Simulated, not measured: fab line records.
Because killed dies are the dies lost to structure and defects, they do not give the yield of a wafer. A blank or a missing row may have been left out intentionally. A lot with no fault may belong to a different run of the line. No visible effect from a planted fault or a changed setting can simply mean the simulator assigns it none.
Struck lot and sound lot, side by side / flow n5 finfet / 15 steps out of a route of 1938
Sound: the wafers L260.1, L260.2, L260.6. Struck: wafer L277.1 (L277.5, L277.6, from the same lot, were not struck and are left out); the cause is given at the end.
At each step with rows: each side's tool, then ch and its chambers, then its first start. Under that, the readings that differ: sound wafers / struck wafers / difference of the means / sigmas: that difference in standard deviations of wafers without a fault.
alike: readings with means less than 2 such deviations apart, plus words and numbers identical on both sides. not compared: withheld readings, readings lacking a value on some wafer, bounds such as >300 that could conceal the same value, and numbers that have no deviation in the record and whose values overlap.
The two part at a step that has a row with sigmas, a row that says differs or no value, or rows on one side only. Numbers that have no deviation but don't overlap get no sigmas and don't part them. Lack of a reading on every wafer of one side parts them only where that side has two or more wafers.

first, 5 steps without rows for these wafers: N5_BEOL_M10_EBR_24; N5_BEOL_M10_SOFTBAKE_23 (time 60 s); N5_BEOL_M10_EXPOSE_25 (exposes mask V9); N5_BEOL_M10_PEB_26 (peb time 60 s); N5_BEOL_M10_DEVELOP_27 (develop time 30 s).
N5_BEOL_M10_CD_MEAS_28: the cd target is 70 nm.
  sound on cd sem-01 ch 0, day 10 20:19; struck on cd sem-01 ch 0, day 14 17:52
  alike: cd nm
N5_BEOL_M10_OVL_MEAS_29:
  sound on overlay-02 ch 0, day 10 20:21; struck on overlay-01 ch 0, day 14 17:54
  alike: V9_OVL
N5_BEOL_M10_INSPECT_30: inspects for defects (brightfield).
  sound: defect inspect-02 at day 10 20:22; struck: defect inspect-01 at day 14 17:55
  alike: raw defect count
N5_BEOL_M10_DESCUM_33: chemistry O2, time 7.9 s.
  sound on rie diel-05 ch 0,1,3, day 10 21:07; struck on rie diel-04 ch 0, day 14 17:58
  alike: drypump motor current A, oes product au, rf vpp V, showerhead plenum p Torr, throttle valve pct
  not compared: rf hours counter h
N5_BEOL_M10_ETCH_65: etches SiARC in CF4, target depth 39 nm, time 65 s.
  sound on rie diel-05 ch 0,1,3, day 10 21:09; struck on rie diel-04 ch 0, day 14 17:59
  alike: bias w, drypump motor current A, etch rf on time s, oes product au, rf vpp V, showerhead plenum p Torr, throttle valve pct
  not compared: rf hours counter h
N5_BEOL_M10_ETCH_66: etches SOC in N2/H2, target depth 120 nm, overetch 24 nm, time 180 s.
  sound on rie diel-05 ch 0,1,3, day 10 21:12; struck on rie diel-04 ch 0, day 14 18:02
  alike: bias w, drypump motor current A, oes product au, rf vpp V, showerhead plenum p Torr, throttle valve pct
  not compared: rf hours counter h
then, 1 step without rows for these wafers: N5_BEOL_M10_STRIP_69 (strips in N2/H2).
N5_BEOL_M10_VIA_ETCH_34: etches SiCOH lowk in C4F6/O2, target depth 184.5 nm, time 69.2 s.
  sound on rie diel-05 ch 0,1,3, day 10 21:20; struck on rie diel-04 ch 0, day 14 18:10
reading=bias w (W); sound=185.2 184.5 184.7; struck=202.3; difference=+17.5; sigmas=+32
reading=rf vpp V (V); sound=667 686 669; struck=710; difference=+36; sigmas=+3
  alike: drypump motor current A, oes product au, showerhead plenum p Torr, throttle valve pct
  not compared: rf hours counter h, model.etch.depth nm
then, 2 steps without rows for these wafers: N5_BEOL_M10_STRIP_73 (strips in C4F6/O2); N5_PASSIVATION_PROBE_49.

## WHERE THEY PART
Within this record, at N5_BEOL_M10_VIA_ETCH_34 only.

WHY: whatever the simulator had introduced
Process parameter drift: rie diel-04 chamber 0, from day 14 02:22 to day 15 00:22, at N5_BEOL_M10_VIA_ETCH_34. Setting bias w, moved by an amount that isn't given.
